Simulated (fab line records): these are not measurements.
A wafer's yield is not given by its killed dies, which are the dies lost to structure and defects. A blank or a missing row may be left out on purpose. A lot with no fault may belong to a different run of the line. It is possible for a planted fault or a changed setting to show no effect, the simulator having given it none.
fab line records | flow n5-finfet
record lots=7 | wafers=39
route steps=1938 shown WELL_APT@33 DUMMY_GATE@228 HKMG_FIN@386
start-h: hours from the record's opening day to when the first of the lot's shown wafers began | wait-h: time in hours since the lot's previous step | " identical to the entry in the row above | L1.1+2: a row that stands for several wafers | - either no value or no given start | * or withheld: withheld | < > ~ a bound
route shown NAME@n: NAME is a module with steps in the file, n the number in the route of the first one | usual: mean/standard deviation taken from wafers without a fault | same: alike in all rows | chamber/n: place in a boat | sites: per-site readings | _std_site: the values' standard deviation | _edge_site: outer sites' mean less inner sites' | radius-mm: how far each site lies from the wafer's centre | mask NAME#n: copy n | behind: the tool/chamber that last shaped the wafer | hold: what put the lot on hold/how long, in hours/how the hold closed | device: the n, p or np transistor that did not switch | end of line: the same wafers' tests at the end of the route | for a step that has no rows: nothing shown but its recipe | killed: count of dies lost to structure and defects at first sort (not the wafer's yield) | map: a wafer's dies, x killed, . not, _ none there
set.NAME: setting as actually run; set.NAME@STEP: the setting as run at that earlier step | model.NAME: the simulator's own value behind a step, which no gauge read
one table per step and one row per wafer, for lots whose settings were changed on purpose
## steps
# step N5_WELL_APT_IMPLANT_15
# recipe species=As | energy-kev=25 | dose-cm2=1.5e+13 | tilt-deg=0 | rotation-deg=0
lot.wafer        | tool         | chamber | start-h | wait-h | set.energy-kev | model.implant.rp-nm | model.implant.drp-nm
L076.1+2+3       | implanter-01 | 0       | 26.21   | 0.1    | 25             | 19.15               | 8.457
L078.1+2+3+4+5+6 | implanter-02 | 0       | 39.52   | 0.1    | 25             | 19                  | 8.457
L079.1+5+6       | implanter-01 | 0       | 44.68   | 0.1    | 25             | 18.82               | 8.457
L079.2+3+4       | "            | 0       | "       | "      | 21.02          | 16.56               | 7.488
L087.1+3+5       | implanter-01 | 0       | 92.05   | 0.1    | 25             | 18.15               | 8.457
L087.2+4+6       | "            | 0       | "       | "      | 27.03          | 19.24               | 8.941
L089.1+2+3       | implanter-01 | 0       | 104.34  | 0.1    | 25             | 18.67               | 8.457
L089.4+5+6       | "            | 0       | "       | "      | 28.37          | 20.53               | 9.258
L095.1+5+6       | implanter-01 | 0       | 140.42  | 0.1    | 22.19          | 17.8                | 7.776
L095.2+3+4       | "            | 0       | "       | "      | 25             | 19.44               | 8.457
L096.1+4+5       | implanter-02 | 0       | 146.42  | 0.1    | 23.77          | 17.55               | 8.161
L096.2+3+6       | "            | 0       | "       | "      | 25             | 18.22               | 8.457
# step N5_DUMMY_GATE_EXPOSE_12
# recipe mask-id=GATE | na=0.33 | source-shape=annular | sigma-inner=0.2 | sigma-outer=0.6 | polarization=unpolarized | target-cd-nm=25 | dose-mj=34
lot.wafer        | tool           | chamber | start-h | wait-h | mask   | set.dose-mj
L076.1+2+3       | euv-scanner-02 | 0       | 61.35   | -      | GATE#0 | 34
L078.1+4+5       | euv-scanner-01 | 0       | 72.37   | -      | GATE#0 | 35.12
L078.2+3+6       | "              | 0       | "       | "      | GATE#0 | 34
L079.1+2+3       | euv-scanner-02 | 0       | 77.29   | -      | GATE#0 | 34
L079.4+5+6       | "              | 0       | "       | "      | GATE#0 | 36.65
L087.1+2+3+4+5+6 | euv-scanner-01 | 0       | 123.97  | -      | GATE#0 | 34
L089.1+4+6       | euv-scanner-02 | 0       | 140.86  | -      | GATE#0 | 34
L089.2+3+5       | "              | 0       | "       | "      | GATE#0 | 34.91
L095.1+4+5       | euv-scanner-01 | 0       | 171.49  | -      | GATE#0 | 34
L095.2+3+6       | "              | 0       | "       | "      | GATE#0 | 34.79
L096.1+3+6       | euv-scanner-01 | 0       | 177.18  | -      | GATE#0 | 34
L096.2+4+5       | "              | 0       | "       | "      | GATE#0 | 33.29
# step N5_DUMMY_GATE_PEB_13
# recipe peb-temp-c=100 | peb-time-s=60 | resist=CAR-EUV
# step N5_DUMMY_GATE_DEVELOP_14
# recipe develop-time-s=30 | developer=TMAH | resist=CAR-EUV | rinse-liquid=surfactant-rinse | dry=air-spin | dev-temp-c=23
# step N5_DUMMY_GATE_CD_MEAS_15
# recipe target-cd-nm=25.8 | landing-energy-ev=500 | detector=se-inlens
# usual cd-nm=24.96/0.23
lot.wafer | tool      | chamber | start-h | wait-h | set.dose-mj@DUMMY_GATE_EXPOSE_12 | cd-nm
L076.1    | cd-sem-01 | 0       | 61.47   | -      | 34                               | 25.13
L076.2    | "         | 0       | "       | "      | 34                               | 25.11
L076.3    | "         | 0       | "       | "      | 34                               | 25.14
L078.1    | cd-sem-01 | 0       | 72.49   | -      | 35.12                            | 24.48
L078.2    | "         | 0       | "       | "      | 34                               | 24.81
L078.3    | "         | 0       | "       | "      | 34                               | 25.18
L078.4    | "         | 0       | "       | "      | 35.12                            | 24.28
L078.5    | "         | 0       | "       | "      | 35.12                            | 24.45
L078.6    | "         | 0       | "       | "      | 34                               | 25.22
L079.1    | cd-sem-01 | 0       | 77.42   | -      | 34                               | 25.56
L079.2    | "         | 0       | "       | "      | 34                               | 25.08
L079.3    | "         | 0       | "       | "      | 34                               | 25.25
L079.4    | "         | 0       | "       | "      | 36.65                            | 23.53
L079.5    | "         | 0       | "       | "      | 36.65                            | 24.13
L079.6    | "         | 0       | "       | "      | 36.65                            | 24.11
L087.1    | cd-sem-01 | 0       | 124.09  | -      | 34                               | 24.97
L087.2    | "         | 0       | "       | "      | 34                               | 25.05
L087.3    | "         | 0       | "       | "      | 34                               | 24.76
L087.4    | "         | 0       | "       | "      | 34                               | 24.53
L087.5    | "         | 0       | "       | "      | 34                               | 24.90
L087.6    | "         | 0       | "       | "      | 34                               | 25.04
L089.1    | cd-sem-02 | 0       | 140.99  | -      | 34                               | 24.68
L089.2    | "         | 0       | "       | "      | 34.91                            | 24.33
L089.3    | "         | 0       | "       | "      | 34.91                            | 24.65
L089.4    | "         | 0       | "       | "      | 34                               | 24.82
L089.5    | "         | 0       | "       | "      | 34.91                            | 24.10
L089.6    | "         | 0       | "       | "      | 34                               | 25.17
L095.1    | cd-sem-01 | 0       | 171.62  | -      | 34                               | 25.32
L095.2    | "         | 0       | "       | "      | 34.79                            | 24.70
L095.3    | "         | 0       | "       | "      | 34.79                            | 24.60
L095.4    | "         | 0       | "       | "      | 34                               | 25.07
L095.5    | "         | 0       | "       | "      | 34                               | 25.09
L095.6    | "         | 0       | "       | "      | 34.79                            | 24.47
L096.1    | cd-sem-02 | 0       | 177.31  | -      | 34                               | 25.27
L096.2    | "         | 0       | "       | "      | 33.29                            | 25.69
L096.3    | "         | 0       | "       | "      | 34                               | 25.05
L096.4    | "         | 0       | "       | "      | 33.29                            | 25.46
L096.5    | "         | 0       | "       | "      | 33.29                            | 25.43
L096.6    | "         | 0       | "       | "      | 34                               | 24.75
# step N5_HKMG_FIN_HK_ALD_01
# recipe material=HfO2 | target-thk-a=16 | temp-c=withheld | ald-precursor-family=HfCl4 | ald-co-reactant=H2O | pulse-time-s=3 | purge-time-s=3 | co-reactant-purge-time-s=2.5 | co-reactant-pulse-time-s=0.3 | ald-cycles=30
lot.wafer        | tool      | chamber     | start-h | wait-h | set.ald-cycles
L076.1+2+3       | ald-hk-01 | 0,1,3       | 87.37   | 0.0    | 30
L078.1+2+4       | ald-hk-03 | 3,2,0       | 96.66   | 0.0    | 27
L078.3+5+6       | "         | 1,0,1       | "       | "      | 30
L079.1+4+6       | ald-hk-03 | 2,1,0       | 103.42  | 0.0    | 30
L079.2+3+5       | "         | 0,3,1       | "       | "      | 32
L087.1+2+3+4+5+6 | ald-hk-03 | 0,2,1,3,3,0 | 149.20  | 0.0    | 30
L089.1+2+5       | ald-hk-02 | 0,2,2       | 163.77  | 0.0    | 30
L089.3+4+6       | "         | 3,1,3       | "       | "      | 31
L095.1+4+6       | ald-hk-02 | 2,1,1       | 196.86  | 0.0    | 32
L095.2+3+5       | "         | 0,3,2       | "       | "      | 30
L096.1+2+4       | ald-hk-02 | 3,1,0       | 203.69  | 0.0    | 32
L096.3+5+6       | "         | 2,3,2       | "       | "      | 30
# step N5_HKMG_FIN_ETCH_54
# recipe chemistry=CF4 | target=SiARC | target-depth-a=455 | mask-material=CAR-ArF | time-s=75.8 | ion-energy-ev=80 | pressure-mtorr=40 | source-w=545 | bias-w=36 | Ar_flow_sccm=100 | cf4-flow-sccm=100 | ends=cleared
lot.wafer        | tool        | chamber     | start-h | wait-h | set.cf4-flow-sccm
L076.1+2+3       | rie-diel-02 | 2,3,0       | 88.51   | 0.0    | 100
L078.1+2+3+4+5+6 | rie-diel-05 | 2,1,3,0,2,1 | 97.74   | 0.0    | 100
L079.1+2+6       | rie-diel-05 | 1,3,1       | 104.37  | 0.0    | 80.93
L079.3+4+5       | "           | 0,2,0       | "       | "      | 100
L087.1+4+5       | rie-diel-06 | 3,2,0       | 150.27  | 0.0    | 110.5
L087.2+3+6       | "           | 0,1,1       | "       | "      | 100
L089.1+5+6       | rie-diel-05 | 0,0,3       | 164.83  | 0.0    | 117.9
L089.2+3+4       | "           | 3,2,2       | "       | "      | 100
L095.1+2+3+4+5+6 | rie-diel-05 | 0,2,3,3,0,2 | 197.80  | 0.0    | 100
L096.1+2+3+4+5+6 | rie-diel-02 | 3,0,1,2,0,3 | 204.76  | 0.0    | 100
# step N5_HKMG_FIN_ETCH_55
# recipe chemistry=N2/H2 | target=SOC | target-depth-a=2400 | temp-c=40 | time-s=300 | ion-energy-ev=200 | mask-material=SiARC | pressure-mtorr=30 | source-w=840 | bias-w=150 | n2-flow-sccm=200 | h2-flow-sccm=200
# step N5_HKMG_FIN_STRIP_56
# recipe chemistry=N2/H2 | temp-c=40 | n2-flow-sccm=200 | h2-flow-sccm=200 | rf-frequency-hz=6e+07
# step N5_HKMG_FIN_WET_ETCH_82
# recipe chemistry=dHCl | mix=1:10000 | temp-c=25 | target=La2O3 | stop-on=HfO2 | target-depth-nm=2 | dry=ipa-marangoni | rinse-time-s=30 | rinse-temp-c=23
# step N5_HKMG_FIN_ALD_36
# recipe material=TiN | target-thk-a=10 | temp-c=400 | ald-precursor-family=TiCl4 | ald-co-reactant=NH3 | pulse-time-s=1 | purge-time-s=3 | co-reactant-purge-time-s=2 | co-reactant-pulse-time-s=2 | ald-cycles=47 | pressure-torr=3
# step N5_HKMG_FIN_THK_MEAS_70
# recipe thk-meas-gauge=xrf | reads=HfO2_of_HKMG_FIN_HK_ALD_01
# usual HK_THK=1.617/0.02
lot.wafer | tool          | chamber | start-h | wait-h | set.ald-cycles@HKMG_FIN_HK_ALD_01 | HK_THK[nm]
L076.1    | film-metro-01 | -       | 91.03   | 0.2    | 30                                | 1.612
L076.2    | "             | -       | "       | "      | 30                                | 1.647
L076.3    | "             | -       | "       | "      | 30                                | 1.631
L078.1    | film-metro-01 | -       | 100.27  | 0.2    | 27                                | 1.450
L078.2    | "             | -       | "       | "      | 27                                | 1.483
L078.3    | "             | -       | "       | "      | 30                                | 1.582
L078.4    | "             | -       | "       | "      | 27                                | 1.459
L078.5    | "             | -       | "       | "      | 30                                | 1.602
L078.6    | "             | -       | "       | "      | 30                                | 1.592
L079.1    | film-metro-01 | -       | 106.95  | 0.2    | 30                                | 1.618
L079.2    | "             | -       | "       | "      | 32                                | 1.732
L079.3    | "             | -       | "       | "      | 32                                | 1.705
L079.4    | "             | -       | "       | "      | 30                                | 1.617
L079.5    | "             | -       | "       | "      | 32                                | 1.685
L079.6    | "             | -       | "       | "      | 30                                | 1.606
L087.1    | film-metro-01 | -       | 152.96  | 0.2    | 30                                | 1.626
L087.2    | "             | -       | "       | "      | 30                                | 1.631
L087.3    | "             | -       | "       | "      | 30                                | 1.610
L087.4    | "             | -       | "       | "      | 30                                | 1.616
L087.5    | "             | -       | "       | "      | 30                                | 1.612
L087.6    | "             | -       | "       | "      | 30                                | 1.609
L089.1    | film-metro-02 | -       | 167.30  | 0.2    | 30                                | 1.639
L089.2    | "             | -       | "       | "      | 30                                | 1.566
L089.3    | "             | -       | "       | "      | 31                                | 1.676
L089.4    | "             | -       | "       | "      | 31                                | 1.660
L089.5    | "             | -       | "       | "      | 30                                | 1.621
L089.6    | "             | -       | "       | "      | 31                                | 1.668
L095.1    | film-metro-02 | -       | 200.41  | 0.2    | 32                                | 1.745
L095.2    | "             | -       | "       | "      | 30                                | 1.575
L095.3    | "             | -       | "       | "      | 30                                | 1.657
L095.4    | "             | -       | "       | "      | 32                                | 1.711
L095.5    | "             | -       | "       | "      | 30                                | 1.609
L095.6    | "             | -       | "       | "      | 32                                | 1.703
L096.1    | film-metro-02 | -       | 207.30  | 0.2    | 32                                | 1.687
L096.2    | "             | -       | "       | "      | 32                                | 1.744
L096.3    | "             | -       | "       | "      | 30                                | 1.596
L096.4    | "             | -       | "       | "      | 32                                | 1.776
L096.5    | "             | -       | "       | "      | 30                                | 1.670
L096.6    | "             | -       | "       | "      | 30                                | 1.629
# step N5_HKMG_FIN_ETCH_32
# recipe chemistry=N2/H2 | target=SOC | target-depth-a=2400 | temp-c=40 | time-s=300 | ion-energy-ev=200 | mask-material=SiARC | pressure-mtorr=30 | source-w=840 | bias-w=150 | n2-flow-sccm=200 | h2-flow-sccm=200
# usual rf-vpp-V=522.6/2.3
lot.wafer | tool        | chamber | start-h | wait-h | set.source-w | rf-vpp-V
L076.1    | rie-diel-06 | 3       | 91.96   | 0.0    | 840          | 526.8
L076.2    | "           | 1       | "       | "      | 840          | 520.7
L076.3    | "           | 0       | "       | "      | 840          | 519.8
L078.1    | rie-diel-05 | 1       | 101.20  | 0.0    | 840          | 522.0
L078.2    | "           | 3       | "       | "      | 840          | 521.0
L078.3    | "           | 0       | "       | "      | 733.2        | 544.2
L078.4    | "           | 2       | "       | "      | 733.2        | 548.5
L078.5    | "           | 3       | "       | "      | 840          | 522.2
L078.6    | "           | 2       | "       | "      | 733.2        | 548.2
L079.1    | rie-diel-06 | 1       | 107.88  | 0.0    | 739.3        | 541.2
L079.2    | "           | 0       | "       | "      | 739.3        | 543.1
L079.3    | "           | 3       | "       | "      | 840          | 526.4
L079.4    | "           | 1       | "       | "      | 840          | 521.5
L079.5    | "           | 3       | "       | "      | 739.3        | 550.7
L079.6    | "           | 0       | "       | "      | 840          | 520.4
L087.1    | rie-diel-06 | 0       | 154.02  | 0.0    | 840          | 519.6
L087.2    | "           | 2       | "       | "      | 789.5        | 531.7
L087.3    | "           | 3       | "       | "      | 840          | 525.6
L087.4    | "           | 2       | "       | "      | 840          | 524.2
L087.5    | "           | 0       | "       | "      | 789.5        | 529.3
L087.6    | "           | 3       | "       | "      | 789.5        | 538.9
L089.1    | rie-diel-05 | 2       | 168.38  | 0.0    | 840          | 524.0
L089.2    | "           | 0       | "       | "      | 840          | 520.5
L089.3    | "           | 3       | "       | "      | 840          | 521.8
L089.4    | "           | 2       | "       | "      | 840          | 523.9
L089.5    | "           | 3       | "       | "      | 840          | 522.4
L089.6    | "           | 0       | "       | "      | 840          | 522.4
L095.1    | rie-diel-05 | 1       | 201.56  | 0.0    | 932.8        | 505.7
L095.2    | "           | 3       | "       | "      | 932.8        | 504.4
L095.3    | "           | 2       | "       | "      | 932.8        | 506.4
L095.4    | "           | 0       | "       | "      | 840          | 521.5
L095.5    | "           | 0       | "       | "      | 840          | 520.6
L095.6    | "           | 3       | "       | "      | 840          | 523.3
L096.1    | rie-diel-06 | 3       | 208.35  | 0.0    | 840          | 524.7
L096.2    | "           | 0       | "       | "      | 955.1        | 498.1
L096.3    | "           | 1       | "       | "      | 840          | 528.4
L096.4    | "           | 2       | "       | "      | 840          | 522.1
L096.5    | "           | 3       | "       | "      | 955.1        | 503.4
L096.6    | "           | 0       | "       | "      | 955.1        | 498.2
## key
split step=N5_WELL_APT_IMPLANT_15 | setting=energy-kev | stated=25 | by=wafer
response step=N5_WELL_APT_IMPLANT_15 | reading=model.implant.rp-nm | change=+0.141 | per=1% | r=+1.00
response step=N5_WELL_APT_IMPLANT_15 | reading=model.implant.drp-nm | change=+0.0603 | per=1% | r=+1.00
split step=N5_DUMMY_GATE_EXPOSE_12 | setting=dose-mj | stated=34 | by=wafer
response step=N5_DUMMY_GATE_CD_MEAS_15 | reading=cd-nm | change=-0.188 | per=1% | r=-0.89
split step=N5_HKMG_FIN_HK_ALD_01 | setting=ald-cycles | stated=30 | by=wafer
response step=N5_HKMG_FIN_THK_MEAS_70 | reading=HK_THK | change=+0.0143 | per=1% | r=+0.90
split step=N5_HKMG_FIN_ETCH_54 | setting=cf4-flow-sccm | stated=100 | by=wafer
response none clear
split step=N5_HKMG_FIN_ETCH_32 | setting=source-w | stated=840 | by=wafer
response step=N5_HKMG_FIN_ETCH_32 | reading=rf-vpp-V | change=-1.8 | per=1% | r=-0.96
